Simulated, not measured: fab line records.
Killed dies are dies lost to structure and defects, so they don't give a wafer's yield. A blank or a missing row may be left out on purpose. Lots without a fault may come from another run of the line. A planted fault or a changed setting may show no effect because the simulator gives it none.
Matching of chambers + flow n5 finfet + rie diel-05 running N5_DUMMY_GATE_ETCH_31: 4 sister chambers
The step etches SiO2 in C4F6/O2, target depth 82.5 nm, time 27.5 s. 8 wafers are shown with their chamber, then 11 later ones without.

== WAFERS, EACH WITH ITS CHAMBER ==
| wafer  | chamber | showerhead plenum p Torr (Torr) | throttle valve pct (%) |
|--------|---------|---------------------------------|------------------------|
| L080.1 | 2       | 2.82                            | 21.43                  |
| L085.2 | 3       | 2.97                            | 21.10                  |
| L087.5 | 0       | 2.87                            | 20.97                  |
| L087.6 | 3       | 2.97                            | 21.13                  |
| L088.1 | 1       | 2.70                            | 21.52                  |
| L088.2 | 0       | 2.86                            | 20.99                  |
| L088.3 | 2       | 2.81                            | 21.47                  |
| L090.1 | 1       | 2.70                            | 21.53                  |

== WAFERS WHOSE CHAMBER IS MISSING ==
| wafer  | showerhead plenum p Torr (Torr) | throttle valve pct (%) |
|--------|---------------------------------|------------------------|
| L090.2 | 2.86                            | 20.99                  |
| L090.5 | 2.86                            | 20.96                  |
| L091.3 | 2.81                            | 21.46                  |
| L091.4 | 2.97                            | 21.12                  |
| L091.6 | 2.69                            | 21.53                  |
| L095.2 | 2.96                            | 21.13                  |
| L095.3 | 2.86                            | 20.99                  |
| L095.6 | 2.96                            | 21.13                  |
| L097.3 | 2.81                            | 21.49                  |
| L097.4 | 2.96                            | 21.14                  |
| L097.6 | 2.86                            | 21.00                  |

== WHICH CHAMBER EACH WENT THROUGH ==
| wafer  | from the rows above | in truth |
|--------|---------------------|----------|
| L090.2 | 0                   | 0        |
| L090.5 | 0                   | 0        |
| L091.3 | 2                   | 2        |
| L091.4 | 3                   | 3        |
| L091.6 | 1                   | 1        |
| L095.2 | 3                   | 3        |
| L095.3 | 0                   | 0        |
| L095.6 | 3                   | 3        |
| L097.3 | 2                   | 2        |
| L097.4 | 3                   | 3        |
| L097.6 | 0                   | 0        |
Placed correctly: 11 of 11. Not placeable from these rows: 0. Wrongly placed: 0.
How it was worked out, from the rows above alone: a wafer's distance from a chamber is the root of the sum, over the readings, of the square of ((its reading less the chamber's mean) divided by the reading's scatter). If the next closest chamber is less than 2 further off than the closest, the wafer can't be placed; otherwise it belongs to the closest. Each chamber's mean is taken over the wafers shown for it. The scatter: the root of (the sum of the squares of (reading less its chamber's mean) over the shown wafers, divided by (wafers less chambers)).
